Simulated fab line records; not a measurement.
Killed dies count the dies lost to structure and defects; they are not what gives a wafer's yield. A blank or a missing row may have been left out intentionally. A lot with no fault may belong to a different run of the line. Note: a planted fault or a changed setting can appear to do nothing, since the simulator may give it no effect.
Check of tool commonality | flow nand_harc | Sampled: 15 lots, 45 wafers

## WHY IT WAS OPENED
Flagged at NHARC_A_CHANNEL_HOLE_D1_CD_MEAS_30: reading cd_nm, on 3 of 15 lots. Fault-free wafers read 89.7 nm, with a standard deviation of 1.3.
Rule: a lot is flagged in two cases, either no wafer of it has a number, or all its wafers with numbers fall more than 4 standard deviations from that mean. The other lots count as sound.

lot  | measured     | on        | cd_nm (nm), wafer by wafer | flag
L872 | day 9 00:29  | cd_sem-02 | 90.4 89.1 89.4             |
L871 | day 9 01:07  | cd_sem-02 | 88.2 92.1 90.8             |
L873 | day 9 11:44  | cd_sem-03 | 91.2 87.6 90.1             |
L874 | day 10 06:47 | cd_sem-03 | 90.1 87.9 89.3             |
L875 | day 10 07:24 | cd_sem-02 | 89.5 88.1 90.7             |
L876 | day 10 20:28 | cd_sem-03 | 87.9 86.4 89.6             |
L878 | day 11 13:35 | cd_sem-03 | 89.4 88.1 88.6             |
L877 | day 11 14:01 | cd_sem-02 | 88.1 89.4 89.8             |
L880 | day 12 20:09 | cd_sem-01 | 89.1 89.8 87.3             |
L882 | day 13 10:55 | cd_sem-02 | 1.2 1.2 2.2                | FLAGGED
L883 | day 13 18:40 | cd_sem-02 | -0.8 1.5 -0.6              | FLAGGED
L884 | day 13 20:40 | cd_sem-02 | 1.2 0.2 1.5                | FLAGGED
L891 | day 17 00:02 | cd_sem-01 | 90.7 91.1 89.5             |
L892 | day 17 13:45 | cd_sem-03 | 89.4 90.7 90.6             |
L893 | day 17 19:09 | cd_sem-02 | 88.1 89.0 89.0             |
The numbers of the flagged lots are 0.8 nm on average: -88.9 nm against the usual, or -68 standard deviations.

## LOT BY LOT: THE TOOL USED
Before the reading, the record contains 2 process steps out of a 1302-step route. Read each cell as the tool, then ch plus the chambers that the sampled wafers visited, then the start.
lot  | flag    | NHARC_A_ZERO_WELL_ETCH_19          | NHARC_A_CHANNEL_HOLE_D1_ETCH_20
L872 |         | rie_diel-13 ch 0,3, day 7 01:16    | har_etch-02 ch 0,1, day 8 19:02
L871 |         | rie_diel-13 ch 0,1,2, day 6 23:28  | har_etch-01 ch 0,1, day 8 19:40
L873 |         | rie_diel-13 ch 1,2, day 7 15:06    | har_etch-01 ch 0,1, day 9 06:19
L874 |         | rie_diel-11 ch 0,1,3, day 8 01:20  | har_etch-01 ch 0,1, day 10 01:08
L875 |         | rie_diel-11 ch 1,2,3, day 8 07:50  | har_etch-02 ch 0,1, day 10 01:41
L876 |         | rie_diel-13 ch 1,2,3, day 8 23:15  | har_etch-01 ch 0,1, day 10 15:04
L878 |         | rie_diel-11 ch 0,1,2, day 9 18:53  | har_etch-02 ch 1, day 11 08:14
L877 |         | rie_diel-13 ch 0,1,3, day 9 18:07  | har_etch-01 ch 0,1, day 11 08:35
L880 |         | rie_diel-13 ch 0,1,3, day 10 20:40 | har_etch-01 ch 0,1, day 12 14:34
L882 | FLAGGED | rie_diel-13 ch 0,1,3, day 11 14:02 | har_etch-01 ch 0,1, day 13 05:30
L883 | FLAGGED | rie_diel-13 ch 0,1,3, day 11 20:20 | har_etch-01 ch 0,1, day 13 13:15
L884 | FLAGGED | rie_diel-13 ch 0,1, day 11 23:56   | har_etch-02 ch 0,1, day 13 15:14
L891 |         | rie_diel-13 ch 2,3, day 15 02:50   | har_etch-01 ch 0,1, day 16 18:37
L892 |         | rie_diel-11 ch 2,3, day 15 06:48   | har_etch-01 ch 0,1, day 17 08:26
L893 |         | rie_diel-11 ch 1,2,3, day 15 16:45 | har_etch-02 ch 0,1, day 17 13:44
What is done by these steps:
- NHARC_A_ZERO_WELL_ETCH_19: etches the open film in N2/H2, target depth 80 nm, overetch 24 nm, time 87.88 s.
- NHARC_A_CHANNEL_HOLE_D1_ETCH_20: etches the open film in C4F8/O2/Ar, time 361.9 s, target depth 1600 nm.
- NHARC_A_CHANNEL_HOLE_D1_CD_MEAS_30

## FLAGGED OVER TOTAL, TOOL BY TOOL (the gauges that took the reading come last)
step                               | tool        | lots run | flagged | share of the flagged lots | sound lots run after its first flagged lot
NHARC_A_ZERO_WELL_ETCH_19          | rie_diel-11 | 5        | 0       | none                      | -
NHARC_A_ZERO_WELL_ETCH_19          | rie_diel-13 | 10       | 3       | all                       | 1 (L891)
NHARC_A_CHANNEL_HOLE_D1_ETCH_20    | har_etch-01 | 10       | 2       | some                      | 2 (L891,L892)
NHARC_A_CHANNEL_HOLE_D1_ETCH_20    | har_etch-02 | 5        | 1       | some                      | 1 (L893)
NHARC_A_CHANNEL_HOLE_D1_CD_MEAS_30 | cd_sem-01   | 2        | 0       | none                      | -
NHARC_A_CHANNEL_HOLE_D1_CD_MEAS_30 | cd_sem-02   | 8        | 3       | all                       | 1 (L893)
NHARC_A_CHANNEL_HOLE_D1_CD_MEAS_30 | cd_sem-03   | 5        | 0       | none                      | -

## WHAT IS ALLOWED BY THE TABLE
Every flagged lot went through 2 rows of the table: rie_diel-13 at NHARC_A_ZERO_WELL_ETCH_19 and cd_sem-02 at NHARC_A_CHANNEL_HOLE_D1_CD_MEAS_30.
- rie_diel-13 at NHARC_A_ZERO_WELL_ETCH_19 ran 10 lots, 3 of them flagged. Lots that were sound ran on it after the first flagged one (L891); a persistent fault on the entire tool would not allow that.
- cd_sem-02 at NHARC_A_CHANNEL_HOLE_D1_CD_MEAS_30 ran 8 lots, 3 of them flagged. Lots that were sound ran on it after the first flagged one (L893); a persistent fault on the entire tool would not allow that.
Every row of the table either missed a flagged lot or ran a sound lot after the first.

## WHAT THE SIMULATOR HAD PUT IN
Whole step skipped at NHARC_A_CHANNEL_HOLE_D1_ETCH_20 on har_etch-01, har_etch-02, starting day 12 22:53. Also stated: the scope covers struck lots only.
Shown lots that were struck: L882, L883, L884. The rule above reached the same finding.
